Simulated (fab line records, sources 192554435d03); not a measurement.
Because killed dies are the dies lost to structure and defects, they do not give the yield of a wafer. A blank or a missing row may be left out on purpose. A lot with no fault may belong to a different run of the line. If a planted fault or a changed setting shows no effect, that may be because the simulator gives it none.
The tool behind it: which one? | flow n5Finfet | 24 lots with 72 wafers sampled at 5 steps, on a route of 1938 steps

## WHAT THE GAUGES READ, wafer by wafer
N5_MOL_CONTACT_COAG_INSPECT_42: inspects for defects (brightfield). Usual: 194 for rawDefectCount, sd 49.
lot  | measured     | on               | rawDefectCount | flag
L074 | day 5 08:07  | defectInspect-02 | 157 233 216    | 
L075 | day 5 14:14  | defectInspect-01 | 185 166 185    | 
L076 | day 5 14:59  | defectInspect-01 | 189 149 190    | 
L077 | day 5 20:46  | defectInspect-01 | 154 222 242    | 
L078 | day 6 03:45  | defectInspect-02 | 207 229 234    | 
L079 | day 6 11:31  | defectInspect-02 | 97 151 116     | 
L080 | day 6 17:16  | defectInspect-02 | 175 204 172    | 
L081 | day 6 22:14  | defectInspect-01 | 142 215 144    | 
L082 | day 7 02:54  | defectInspect-02 | 155 131 81     | 
L083 | day 7 10:59  | defectInspect-02 | 305 195 216    | 
L084 | day 7 14:22  | defectInspect-01 | 156 195 127    | 
L085 | day 7 20:53  | defectInspect-01 | 259 188 219    | 
L086 | day 8 06:28  | defectInspect-02 | 182 240 147    | 
L087 | day 8 13:17  | defectInspect-02 | 221 108 208    | 
L088 | day 8 14:52  | defectInspect-02 | 175 214 175    | 
L089 | day 9 07:12  | defectInspect-02 | 145 212 192    | 
L090 | day 9 08:12  | defectInspect-01 | 196 231 201    | 
L091 | day 10 02:28 | defectInspect-02 | 188 223 177    | 
L092 | day 10 02:54 | defectInspect-01 | 134 153 166    | 
L093 | day 10 07:48 | defectInspect-02 | 225 143 222    | 
L094 | day 10 14:42 | defectInspect-02 | 199 156 128    | 
L095 | day 10 18:07 | defectInspect-01 | 284 201 311    | 
L096 | day 11 01:26 | defectInspect-01 | 167 192 162    | 
L097 | day 11 02:11 | defectInspect-02 | 129 156 160    | 

N5_BEOL_M0_SAQP_OVL_MEAS_41. Usual: for M0_CUT1_OVL the level is 0.1 nm and the standard deviation is 0.67.
lot  | measured     | on         | M0_CUT1_OVL (nm) | flag
L074 | day 5 20:15  | overlay-02 | -0.7 -0.6 -1.1   | 
L075 | day 6 01:30  | overlay-02 | 0.8 0.4 1.0      | 
L076 | day 6 04:31  | overlay-02 | -0.3 0.5 0.0     | 
L077 | day 6 07:28  | overlay-02 | -0.5 -0.3 0.2    | 
L078 | day 6 17:26  | overlay-01 | -1.0 -1.0 -1.6   | 
L079 | day 6 23:49  | overlay-02 | 0.8 0.4 -0.1     | 
L080 | day 7 05:44  | overlay-01 | 1.1 1.5 0.6      | 
L081 | day 7 09:58  | overlay-02 | 0.8 0.7 0.2      | 
L082 | day 7 15:03  | overlay-02 | 1.4 1.2 1.4      | 
L083 | day 7 21:35  | overlay-01 | 0.2 -0.4 -0.6    | 
L084 | day 8 02:02  | overlay-02 | 0.6 0.1 -0.5     | 
L085 | day 8 12:06  | overlay-02 | -0.2 -0.4 -0.8   | 
L086 | day 8 18:10  | overlay-01 | 0.3 1.3 0.6      | 
L087 | day 9 00:52  | overlay-01 | 0.1 -0.3 0.3     | 
L088 | day 9 04:58  | overlay-01 | -0.4 -0.5 0.7    | 
L089 | day 9 17:50  | overlay-01 | 0.9 0.3 0.1      | 
L090 | day 10 00:30 | overlay-02 | 0.3 -0.4 0.2     | 
L091 | day 10 13:12 | overlay-01 | -0.4 0.2 -0.1    | 
L092 | day 10 18:08 | overlay-02 | -0.1 0.4 0.3     | 
L093 | day 10 22:16 | overlay-01 | 0.5 1.3 1.5      | 
L094 | day 11 01:11 | overlay-01 | 0.0 -0.9 0.1     | 
L095 | day 11 04:15 | overlay-02 | 0.5 -0.6 0.5     | 
L096 | day 11 12:32 | overlay-01 | -0.1 0.8 -0.1    | 
L097 | day 11 16:40 | overlay-01 | 0.8 -0.1 -0.4    | 

## WHICH TOOL RAN EACH LOT (tool, then ch and the chambers of the sampled wafers, then the start)
lot  | N5_MOL_CONTACT_COAG_ETCHBACK_135  | N5_MOL_CONTACT_COAG_STRIP_96      | N5_BEOL_M0_SAQP_SPACER2_ALD_26
L074 | rieDiel-01 ch 0,2,3, day 5 07:21  | rieDiel-01 ch 0,2,3, day 5 07:27  | aldSin-01 ch 2,3, day 5 18:58
L075 | rieDiel-04 ch 0,2, day 5 13:20    | rieDiel-04 ch 0,2, day 5 13:26    | aldSin-03 ch 0,1,2, day 6 00:25
L076 | rieDiel-05 ch 0,1,2, day 5 14:13  | rieDiel-05 ch 0,1,2, day 5 14:19  | aldSin-01 ch 0,1,2, day 6 03:10
L077 | rieDiel-04 ch 0,1, day 5 19:59    | rieDiel-04 ch 0,1, day 5 20:05    | aldSin-04 ch 0,2,3, day 6 06:12
L078 | rieDiel-05 ch 1,2,3, day 6 02:58  | rieDiel-05 ch 1,2,3, day 6 03:04  | aldSin-01 ch 0,2, day 6 16:16
L079 | rieDiel-05 ch 1,3, day 6 10:37    | rieDiel-05 ch 1,3, day 6 10:43    | aldSin-03 ch 0,2,3, day 6 22:36
L080 | rieDiel-01 ch 0,1,2, day 6 16:29  | rieDiel-01 ch 0,1,2, day 6 16:35  | aldSin-04 ch 2,3, day 7 04:31
L081 | rieDiel-04 ch 2,3, day 6 21:19    | rieDiel-04 ch 2,3, day 6 21:25    | aldSin-03 ch 1,2, day 7 08:53
L082 | rieDiel-04 ch 0,2,3, day 7 01:56  | rieDiel-04 ch 0,2,3, day 7 02:02  | aldSin-03 ch 0,1,3, day 7 13:50
L083 | rieDiel-04 ch 2,3, day 7 09:59    | rieDiel-04 ch 2,3, day 7 10:05    | aldSin-01 ch 0,1,3, day 7 20:22
L084 | rieDiel-04 ch 0,1,3, day 7 13:33  | rieDiel-04 ch 0,1,3, day 7 13:39  | aldSin-01 ch 0,2,3, day 8 00:56
L085 | rieDiel-01 ch 0,1,3, day 7 20:07  | rieDiel-01 ch 0,1,3, day 7 20:13  | aldSin-01 ch 1,2,3, day 8 11:00
L086 | rieDiel-05 ch 0,1,2, day 8 05:34  | rieDiel-05 ch 0,1,2, day 8 05:40  | aldSin-01 ch 0,1,3, day 8 16:49
L087 | rieDiel-04 ch 2,3, day 8 12:24    | rieDiel-04 ch 2,3, day 8 12:33    | aldSin-03 ch 2,3, day 8 23:39
L088 | rieDiel-01 ch 0,1,2, day 8 14:05  | rieDiel-01 ch 0,1,2, day 8 14:11  | aldSin-01 ch 0,1,3, day 9 03:46
L089 | rieDiel-01 ch 0,3, day 8 21:43    | rieDiel-01 ch 0,3, day 8 21:49    | aldSin-03 ch 1,3, day 9 16:44
L090 | rieDiel-04 ch 0,2, day 9 04:31    | rieDiel-04 ch 0,2, day 9 04:37    | aldSin-01 ch 0,2, day 9 23:17
L091 | rieDiel-01 ch 0,1,3, day 10 01:41 | rieDiel-01 ch 0,1,3, day 10 01:47 | aldSin-04 ch 0,1,2, day 10 12:04
L092 | rieDiel-01 ch 1,3, day 10 02:08   | rieDiel-01 ch 1,3, day 10 02:14   | aldSin-04 ch 1,3, day 10 17:03
L093 | rieDiel-01 ch 0,1,3, day 10 07:01 | rieDiel-01 ch 0,1,3, day 10 07:07 | aldSin-01 ch 0,2, day 10 21:03
L094 | rieDiel-01 ch 1,2,3, day 10 13:48 | rieDiel-01 ch 1,2,3, day 10 13:54 | aldSin-03 ch 0,1,2, day 10 23:59
L095 | rieDiel-05 ch 1,2,3, day 10 17:12 | rieDiel-05 ch 1,2,3, day 10 17:18 | aldSin-03 ch 1,2, day 11 03:02
L096 | rieDiel-04 ch 2,3, day 11 00:40   | rieDiel-04 ch 2,3, day 11 00:46   | aldSin-01 ch 1,3, day 11 11:16
L097 | rieDiel-04 ch 0,1,2, day 11 01:17 | rieDiel-04 ch 0,1,2, day 11 01:23 | aldSin-04 ch 1,3, day 11 14:46
- N5_MOL_CONTACT_COAG_ETCHBACK_135: etches SiO2 in CHF3, target depth 25 nm, time 16.7 s.
- N5_MOL_CONTACT_COAG_STRIP_96: strips in N2/H2.
- N5_BEOL_M0_SAQP_SPACER2_ALD_26: deposits SiO2, target thk 15 nm, pulse time 1 s, purge time 2 s.

## AS READ BY THE TOOLS THEMSELVES (means over the sampled wafers that have a number; for cases with no such wafer, the mark the record gives instead)
N5_MOL_CONTACT_COAG_ETCHBACK_135. Usual: drypumpMotorCurrentA 5.8 A, standard deviation 0.48; oesProductAu 0.78 a.u., standard deviation 0.088; rfVppV 525 V, standard deviation 5.4; showerheadPlenumPTorr 2.39 Torr, standard deviation 0.049; throttleValvePct 18.82 %, standard deviation 0.18.
lot  | tool       | drypumpMotorCurrentA (A) | oesProductAu (a.u.) | rfVppV (V) | showerheadPlenumPTorr (Torr) | throttleValvePct (%) | flag
L074 | rieDiel-01 | 5.6                      | 0.81                | 527        | 2.40                         | 18.75                | 
L075 | rieDiel-04 | 5.8                      | 0.71                | 526        | 2.41                         | 18.94                | 
L076 | rieDiel-05 | 6.1                      | 0.79                | 524        | 2.46                         | 18.78                | 
L077 | rieDiel-04 | 6.2                      | 0.69                | 529        | 2.38                         | 18.89                | 
L078 | rieDiel-05 | 6.2                      | 0.79                | 522        | 2.39                         | 18.83                | 
L079 | rieDiel-05 | 6.4                      | 0.80                | 520        | 2.37                         | 18.67                | 
L080 | rieDiel-01 | 5.7                      | 0.78                | 529        | 2.39                         | 18.74                | 
L081 | rieDiel-04 | 5.5                      | 0.89                | 526        | 2.42                         | 18.72                | 
L082 | rieDiel-04 | 5.7                      | 0.78                | 527        | 2.42                         | 18.83                | 
L083 | rieDiel-04 | 5.5                      | 0.80                | 523        | 2.40                         | 18.89                | 
L084 | rieDiel-04 | 6.0                      | 0.76                | 528        | 2.41                         | 18.79                | 
L085 | rieDiel-01 | 5.8                      | 0.81                | 522        | 2.37                         | 18.85                | 
L086 | rieDiel-05 | 6.1                      | 0.78                | 524        | 2.45                         | 18.80                | 
L087 | rieDiel-04 | 5.5                      | 0.85                | 526        | 2.42                         | 18.75                | 
L088 | rieDiel-01 | 5.7                      | 0.77                | 528        | 2.38                         | 18.77                | 
L089 | rieDiel-01 | 5.6                      | 0.80                | 522        | 2.37                         | 18.89                | 
L090 | rieDiel-04 | 5.8                      | 0.78                | 525        | 2.39                         | 18.86                | 
L091 | rieDiel-01 | 5.8                      | 0.78                | 521        | 2.36                         | 18.88                | 
L092 | rieDiel-01 | 5.5                      | 0.75                | 519        | 2.37                         | 18.95                | 
L093 | rieDiel-01 | 5.8                      | 0.78                | 521        | 2.36                         | 18.87                | 
L094 | rieDiel-01 | 5.3                      | 0.83                | 524        | 2.40                         | 18.77                | 
L095 | rieDiel-05 | 6.2                      | 0.76                | 522        | 2.38                         | 18.87                | 
L096 | rieDiel-04 | 5.5                      | 0.82                | 524        | 2.41                         | 18.78                | 
L097 | rieDiel-04 | 6.0                      | 0.85                | 526        | 2.38                         | 18.71                | 

N5_MOL_CONTACT_COAG_STRIP_96. Usual: drypumpMotorCurrentA 5.8 A, standard deviation 0.49; oesProductAu 0.78 a.u., standard deviation 0.089; rfVppV 121.8 V, standard deviation 1.3; showerheadPlenumPTorr 3.38 Torr, standard deviation 0.072; throttleValvePct 19.04 %, standard deviation 0.25.
lot  | tool       | drypumpMotorCurrentA (A) | oesProductAu (a.u.) | rfVppV (V) | showerheadPlenumPTorr (Torr) | throttleValvePct (%) | flag
L074 | rieDiel-01 | 5.6                      | 0.81                | 122.0      | 3.38                         | 18.84                | 
L075 | rieDiel-04 | 5.8                      | 0.71                | 121.4      | 3.38                         | 19.24                | 
L076 | rieDiel-05 | 6.1                      | 0.80                | 122.9      | 3.47                         | 19.10                | 
L077 | rieDiel-04 | 6.3                      | 0.69                | 120.9      | 3.36                         | 18.92                | 
L078 | rieDiel-05 | 6.3                      | 0.80                | 121.4      | 3.37                         | 19.02                | 
L079 | rieDiel-05 | 6.4                      | 0.80                | 121.4      | 3.34                         | 19.02                | 
L080 | rieDiel-01 | 5.7                      | 0.79                | 122.2      | 3.36                         | 18.95                | 
L081 | rieDiel-04 | 5.5                      | 0.89                | 123.3      | 3.41                         | 19.13                | 
L082 | rieDiel-04 | 5.8                      | 0.79                | 123.1      | 3.41                         | 19.12                | 
L083 | rieDiel-04 | 5.5                      | 0.79                | 121.4      | 3.37                         | 19.27                | 
L084 | rieDiel-04 | 6.0                      | 0.77                | 121.0      | 3.39                         | 18.96                | 
L085 | rieDiel-01 | 5.8                      | 0.80                | 121.7      | 3.34                         | 19.10                | 
L086 | rieDiel-05 | 6.1                      | 0.78                | 121.6      | 3.46                         | 19.12                | 
L087 | rieDiel-04 | 5.5                      | 0.86                | 121.6      | 3.41                         | 19.15                | 
L088 | rieDiel-01 | 5.8                      | 0.76                | 120.0      | 3.35                         | 18.97                | 
L089 | rieDiel-01 | 5.6                      | 0.79                | 122.3      | 3.35                         | 19.02                | 
L090 | rieDiel-04 | 5.8                      | 0.79                | 121.6      | 3.37                         | 19.14                | 
L091 | rieDiel-01 | 5.8                      | 0.78                | 120.4      | 3.33                         | 19.13                | 
L092 | rieDiel-01 | 5.5                      | 0.75                | 121.0      | 3.35                         | 19.28                | 
L093 | rieDiel-01 | 5.8                      | 0.78                | 120.8      | 3.33                         | 19.13                | 
L094 | rieDiel-01 | 5.3                      | 0.83                | 122.7      | 3.38                         | 18.93                | 
L095 | rieDiel-05 | 6.2                      | 0.76                | 120.9      | 3.35                         | 19.05                | 
L096 | rieDiel-04 | 5.6                      | 0.83                | 123.0      | 3.39                         | 19.20                | 
L097 | rieDiel-04 | 6.0                      | 0.85                | 120.8      | 3.35                         | 18.85                | 

N5_BEOL_M0_SAQP_SPACER2_ALD_26. Usual: heaterPowerW 456 W, standard deviation 42; precursorPulseHeightRel 1.002, standard deviation 0.021.
lot  | tool      | heaterPowerW (W) | precursorPulseHeightRel | flag
L074 | aldSin-01 | 460              | 1.014                   | 
L075 | aldSin-03 | 442              | 1.007                   | 
L076 | aldSin-01 | 446              | 1.025                   | 
L077 | aldSin-04 | 507              | 1.010                   | 
L078 | aldSin-01 | 429              | 0.986                   | 
L079 | aldSin-03 | 426              | 0.997                   | 
L080 | aldSin-04 | 522              | 0.998                   | 
L081 | aldSin-03 | 454              | 0.988                   | 
L082 | aldSin-03 | 439              | 0.991                   | 
L083 | aldSin-01 | 472              | 0.999                   | 
L084 | aldSin-01 | 440              | 0.989                   | 
L085 | aldSin-01 | 468              | 1.026                   | 
L086 | aldSin-01 | 469              | 0.991                   | 
L087 | aldSin-03 | 437              | 1.011                   | 
L088 | aldSin-01 | 469              | 1.011                   | 
L089 | aldSin-03 | 451              | 1.015                   | 
L090 | aldSin-01 | 426              | 1.005                   | 
L091 | aldSin-04 | 500              | 1.010                   | 
L092 | aldSin-04 | 423              | 1.016                   | 
L093 | aldSin-01 | 420              | 1.002                   | 
L094 | aldSin-03 | 441              | 1.012                   | 
L095 | aldSin-03 | 455              | 1.012                   | 
L096 | aldSin-01 | 485              | 0.999                   | 
L097 | aldSin-04 | 429              | 0.991                   | 

## THE ANSWER, worked out from the rows above alone
Rule: take the mean of a lot's wafers that have a number; if it is more than 3 standard deviations from the usual mean, the lot is off. A lot without any number at a reading at which 4 lots or more have one is off too. All remaining lots with rows at the step are treated as sound. The gauges are gone through in route order, then the tools' own readings, and for those a lot's mean is taken as printed above. The first step at which some lot is off is used, and at that step the reading that is off furthest; a lot without a number counts as furthest.
No lot is off at any reading shown: from this, nothing can be told.

## WHAT THE SIMULATOR HAD INSERTED
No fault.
